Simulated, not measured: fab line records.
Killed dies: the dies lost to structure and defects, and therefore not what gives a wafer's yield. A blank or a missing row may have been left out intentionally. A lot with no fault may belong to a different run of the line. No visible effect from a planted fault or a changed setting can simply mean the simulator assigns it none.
2 desks, one fault || flow n5_finfet || what lay behind the numbers comes last; until then each desk has only its own

## DESK OF THE TOOL OWNER: ald_sin-02
The tool's own readings at N5_SPACER0_ALD_08 (deposits SiNx, target thk 2 nm): means of the sampled wafers that have a number, for each lot that ran on this tool. The brackets show how far a lot's mean lies from the usual mean; more than 4 standard deviations puts the lot out of limits, marked OUT.
Columns: A = heater_power_w at N5_SPACER0_ALD_08, usual 848 W; B = susceptor_temp_C at N5_SPACER0_ALD_08, usual 399.98 C
{"lot": "L665", "first seen here": "day 3 07:58", "A": 790, "B": 400.01}
{"lot": "L668", "first seen here": "day 4 00:11", "A": 737, "B": 399.91}
{"lot": "L676", "first seen here": "day 6 02:15", "A": 918, "B": 400.10}
{"lot": "L680", "first seen here": "day 7 02:19", "A": 776, "B": 399.75}
{"lot": "L681", "first seen here": "day 7 07:52", "A": 863, "B": 400.09}
This desk's finding: nothing out of limits on any of the 5 lots.

## METROLOGY DESK
Lot by lot, what the gauges showed, no matter which tool ran the lot: averages of those sampled wafers that carry a number. The brackets show how far a lot's mean lies from the usual mean; more than 4 standard deviations puts the lot out of limits, marked OUT. Readings shown: 7 out of 14 (the first out of limits, and those lying furthest out on some lot).
Columns: A = DIBL_N at N5_BEOL_M4_RC_MEAS_101, usual 37.5 mV/V; B = ION_N at N5_BEOL_M4_RC_MEAS_101, usual 679 uA/um; C = ION_P at N5_BEOL_M4_RC_MEAS_101, usual 465 uA/um; D = REXT_N at N5_BEOL_M4_RC_MEAS_101, usual 75.6 ohm.um; E = REXT_P at N5_BEOL_M4_RC_MEAS_101, usual 101.0 ohm.um; F = VT_P at N5_BEOL_M4_RC_MEAS_101, usual -249 mV; G = VT_P_LVT at N5_BEOL_M4_RC_MEAS_101, usual -97 mV
{"lot": "L665", "first seen here": "day 8 02:04", "A": 37.3, "B": 676, "C": 461, "D": 73.9, "E": 101.7, "F": -250, "G": -97}
{"lot": "L666", "first seen here": "day 8 11:52", "A": 36.5, "B": 670, "C": 464, "D": 77.0, "E": 98.9, "F": -250, "G": -100}
{"lot": "L667", "first seen here": "day 8 20:26", "A": 35.4, "B": 664, "C": 458, "D": 77.2, "E": 107.1, "F": -251, "G": -98}
{"lot": "L668", "first seen here": "day 8 20:35", "A": 38.7, "B": 691, "C": 471, "D": 76.0, "E": 103.3, "F": -246, "G": -92}
{"lot": "L669", "first seen here": "day 8 23:56", "A": 32.7, "B": 665, "C": 460, "D": 76.2, "E": 99.8, "F": -252, "G": -100}
{"lot": "L671", "first seen here": "day 10 05:40", "A": 35.6, "B": 669, "C": 457, "D": 73.4, "E": 104.6, "F": -252, "G": -101}
{"lot": "L676", "first seen here": "day 11 13:14", "A": 31.4, "B": 634, "C": 428, "D": "85.3 (+5.4) OUT", "E": "113.7 (+4.4) OUT", "F": -262, "G": -108}
{"lot": "L680", "first seen here": "day 11 23:17", "A": 33.7, "B": 652, "C": 446, "D": "85.2 (+5.3) OUT", "E": "116.8 (+5.4) OUT", "F": -258, "G": -106}
{"lot": "L681", "first seen here": "day 12 19:59", "A": 32.6, "B": 629, "C": 428, "D": "91.8 (+9.0) OUT", "E": "115.7 (+5.1) OUT", "F": -262, "G": -108}
{"lot": "L683", "first seen here": "day 13 00:09", "A": 36.9, "B": 678, "C": 464, "D": 74.1, "E": 95.6, "F": -250, "G": -96}
{"lot": "L687", "first seen here": "day 14 05:08", "A": 36.3, "B": 683, "C": 466, "D": 72.7, "E": 100.0, "F": -250, "G": -97}
This desk's result: L676, L680, L681 out of limits, first on L676 (REXT_N at N5_BEOL_M4_RC_MEAS_101), day 11 13:14. Within limits: L665, L666, L667, L668, L669, L671, L683, L687.

## BROUGHT TOGETHER
Metrology desk: alarm possible at day 11 13:14 on L676, L680, L681.
Nothing out of limits was seen by the tool owner's desk.
The tool owner's desk has L676, L680, L681 on record, within its limits.
On ald_sin-02, each named lot ran N5_SPACER0_ALD_08.

## WHAT THE SIMULATOR PUT IN
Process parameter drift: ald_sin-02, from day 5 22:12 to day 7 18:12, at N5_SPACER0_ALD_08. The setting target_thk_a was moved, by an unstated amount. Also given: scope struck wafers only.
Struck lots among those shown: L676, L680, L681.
Delay in hours, fault start to first out-of-limits reading, per desk: metrology desk 135.
